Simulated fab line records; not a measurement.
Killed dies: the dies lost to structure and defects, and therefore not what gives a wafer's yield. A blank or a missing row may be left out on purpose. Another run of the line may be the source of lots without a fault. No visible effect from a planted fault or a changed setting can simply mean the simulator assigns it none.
Problem report, 8D (eight disciplines) form, completed by code | flow n5_finfet | the parts of the form that need people (team, actions taken, sign-off) are left out

1. WHAT WENT WRONG
Mean of spin_speed_rpm at N5_SD_EPI_P_COAT_34: 1640.0 rpm across 6 wafers in 2 lots; on wafers with no fault it is 1500.0 rpm (standard deviation 0.95). So: +99 or more standard deviations from the usual mean.
The step: time 60 s, resist thk 350 nm.
First observed at day 5 07:35: wafer L958.2, on litho_track-02. Wafers with a number at this step in the record: 36, from 12 lots. Rule for "out" (also "out of limits"): further than 4 standard deviations from the usual mean. The rest of the wafers with a number are treated as sound.

2. WHAT THIS IS AND IS NOT
question                    | is                     | is not
which readings at this step | spin_speed_rpm         | heater_power_total_W
which lots                  | L958, L960             | L950, L951, L952, L953, L955, L963, L964, L969, L970, L973
which wafers of those lots  | all that have a number | -
read on which tools         | litho_track-02         | litho_track-04, litho_track-05
when                        | from day 5 07:35       | up to then (15 sound wafers); but 15 sound wafers of L963, L964, L969, L970, L973 came after

3. THE SUSPECTS, EACH WITH WHAT RULES IT OUT
Counting: a tool at a process step up to the reading stays a suspect if it ran every lot that is out and no sound lot after the first of them.
- litho_track-02 at N5_SD_EPI_P_COAT_34 (time 60 s, resist thk 350 nm): kept. Every lot that is out went through it, starting with L958 (day 5 07:35), and after that it ran no sound lot; the last sound lot it ran before then is L953 (day 3 22:13). Out on those wafers are its own readings of spin_speed_rpm.
The count leaves litho_track-02 at N5_SD_EPI_P_COAT_34.

4. THE CAUSE (what the simulator had put in)
Drift in process parameters on litho_track-02 at N5_SD_EPI_P_COAT_34, starting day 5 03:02. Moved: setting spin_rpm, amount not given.
Only this tool survived the counting.

5. SEQUENCE OF EFFECTS, ordered by route
One row per reading whose mean, taken over the struck wafers that have a number, lies over 3 standard deviations from the usual. Scope: only readings with a usual standard deviation given in the record; hours: median across lots of the time from each lot's start at the first step in this table that gives one to its start at this step; sigmas: change in usual standard deviations.
hours | step                | reading        | usual      | on struck wafers | change | sigmas
0     | N5_SD_EPI_P_COAT_34 | spin_speed_rpm | 1500.0 rpm | 1640.0           | +140.0 | +99 or more
Process steps it contains:
- N5_SD_EPI_P_COAT_34: time 60 s, resist thk 350 nm.

6. WHAT WOULD HAVE CAUGHT IT SOONER
In this record no reading fell out of limits until day 5 07:35, 5 hours after the fault had begun at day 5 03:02.
